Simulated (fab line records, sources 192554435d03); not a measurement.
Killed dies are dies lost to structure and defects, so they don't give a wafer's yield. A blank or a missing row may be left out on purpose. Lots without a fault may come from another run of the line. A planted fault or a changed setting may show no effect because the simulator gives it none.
Chamber matching | flow n5_finfet | N5_BEOL_M1_DESCUM_33 on rie_diel-02: 4 sister chambers
The step chemistry O2, time 7 s. 14 wafers are shown with their chamber, then 7 later ones without.

WAFERS WITH THEIR CHAMBER
wafer  | chamber | throttle_valve_pct (%) | drypump_motor_current_A (A) | oes_product_au (a.u.)
L077.4 | 2       | 20.21                  | 5.8                         | 0.68
L077.5 | 3       | 20.52                  | 5.4                         | 0.73
L077.6 | 2       | 20.20                  | 5.7                         | 0.68
L079.2 | 2       | 20.21                  | 5.8                         | 0.69
L079.3 | 3       | 20.52                  | 5.4                         | 0.74
L079.4 | 0       | 20.52                  | 5.0                         | 0.79
L082.1 | 3       | 20.53                  | 5.4                         | 0.73
L082.2 | 0       | 20.55                  | 5.0                         | 0.78
L082.6 | 2       | 20.22                  | 5.8                         | 0.68
L083.4 | 0       | 20.56                  | 5.0                         | 0.78
L083.5 | 3       | 20.51                  | 5.4                         | 0.74
L083.6 | 0       | 20.56                  | 5.0                         | 0.78
L085.1 | 1       | 20.07                  | 5.2                         | 0.90
L085.4 | 0       | 20.56                  | 5.0                         | 0.78

SIGNATURES (means of the wafers above)
reading                 | chamber 0 | chamber 1 | chamber 2 | chamber 3 | scatter within a chamber
throttle_valve_pct      | 20.5500   | 20.0700   | 20.2100   | 20.5200   | 0.0126
drypump_motor_current_A | 5.000     | 5.200     | 5.775     | 5.400     | 0.0274
oes_product_au          | 0.7820    | 0.9000    | 0.6825    | 0.7350    | 0.00505
Rule: a wafer's distance from a chamber is the root of the sum, over the readings, of the square of ((its reading less the chamber's mean) divided by the reading's scatter). The wafer belongs to the nearest chamber; if the next one is less than 2 further off, it can't be placed. The scatter: the root of (the sum of the squares of (reading less its chamber's mean) over the shown wafers, divided by (wafers less chambers)).

WAFERS WITHOUT THEIR CHAMBER
wafer  | throttle_valve_pct (%) | drypump_motor_current_A (A) | oes_product_au (a.u.)
L085.5 | 20.53                  | 5.5                         | 0.72
L092.1 | 20.24                  | 5.7                         | 0.67
L092.4 | 20.56                  | 5.5                         | 0.71
L092.5 | 20.56                  | 5.5                         | 0.71
L096.3 | 20.55                  | 5.4                         | 0.71
L096.4 | 20.10                  | 5.2                         | 0.86
L096.6 | 20.56                  | 5.4                         | 0.70

WHICH CHAMBER EACH WENT THROUGH
wafer  | from the rows above | in truth
L085.5 | 3                   | 3
L092.1 | 2                   | 2
L092.4 | 3                   | 3
L092.5 | 3                   | 3
L096.3 | 3                   | 3
L096.4 | 1                   | 1
L096.6 | 3                   | 3
Placed correctly: 7 of 7. Can't be placed from these rows: 0. Placed wrongly: 0.
